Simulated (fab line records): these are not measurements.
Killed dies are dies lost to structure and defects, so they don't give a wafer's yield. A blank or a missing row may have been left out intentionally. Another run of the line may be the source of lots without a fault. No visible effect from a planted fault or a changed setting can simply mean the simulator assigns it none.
What tool caused it? | flow n5 finfet | 20 lots, 60 wafers sampled, at 1 step of a route of 1938

## WHAT THE GAUGES SHOWED, per wafer
N5_BEOL_M2_INSPECT_30: inspects for defects (brightfield). Usual: 392 for raw defect count, sd 81.
lot  | measured     | on                | raw defect count | flag
L075 | day 6 23:14  | defect inspect-01 | 267 292 408      |
L074 | day 6 23:28  | defect inspect-02 | 410 404 405      |
L077 | day 7 11:06  | defect inspect-02 | 535 423 494      |
L076 | day 7 14:11  | defect inspect-02 | 317 418 525      |
L078 | day 7 14:34  | defect inspect-01 | 339 320 248      |
L079 | day 7 14:50  | defect inspect-02 | 453 408 411      |
L082 | day 8 17:02  | defect inspect-02 | 474 482 452      |
L081 | day 8 17:32  | defect inspect-01 | 473 426 380      |
L083 | day 8 20:41  | defect inspect-01 | 275 443 437      |
L085 | day 9 11:26  | defect inspect-01 | 335 346 331      |
L084 | day 10 02:28 | defect inspect-01 | 319 373 388      |
L087 | day 10 09:05 | defect inspect-01 | 281 325 240      |
L086 | day 10 19:04 | defect inspect-02 | 540 394 366      |
L089 | day 10 21:40 | defect inspect-02 | 329 303 402      |
L090 | day 10 21:50 | defect inspect-01 | 329 356 455      |
L091 | day 10 23:49 | defect inspect-01 | 300 238 308      |
L092 | day 11 03:45 | defect inspect-01 | 447 288 378      |
L093 | day 11 07:16 | defect inspect-01 | 669 518 307      |
L095 | day 11 20:19 | defect inspect-01 | 510 471 317      |
L097 | day 12 04:42 | defect inspect-02 | 314 428 392      |

## TOOL THAT RAN EACH LOT (tool first, then ch and the chambers of the sampled wafers, then the start)
Record: no process step prior to these readings.

## AS READ BY THE TOOLS THEMSELVES (means over the sampled wafers that have a number; for cases with no such wafer, the mark the record gives instead)
The record holds no such reading with a usual standard deviation.

## THE ANSWER, worked out from the rows above alone
Rule: lot off if the mean of its wafers having a number is beyond 3 standard deviations from the usual mean. Also off: a lot with no number at a reading for which 4 or more lots have one. The other lots that the step has rows for count as sound. First the gauges in route order, then the tools' own readings, where a lot's mean is used as printed above. The first step at which some lot is off is used, and at that step the reading that is off furthest; a lot without a number counts as furthest.
No lot is off on any of the readings shown, so nothing can be concluded from this.

## WHAT THE SIMULATOR HAD PUT IN
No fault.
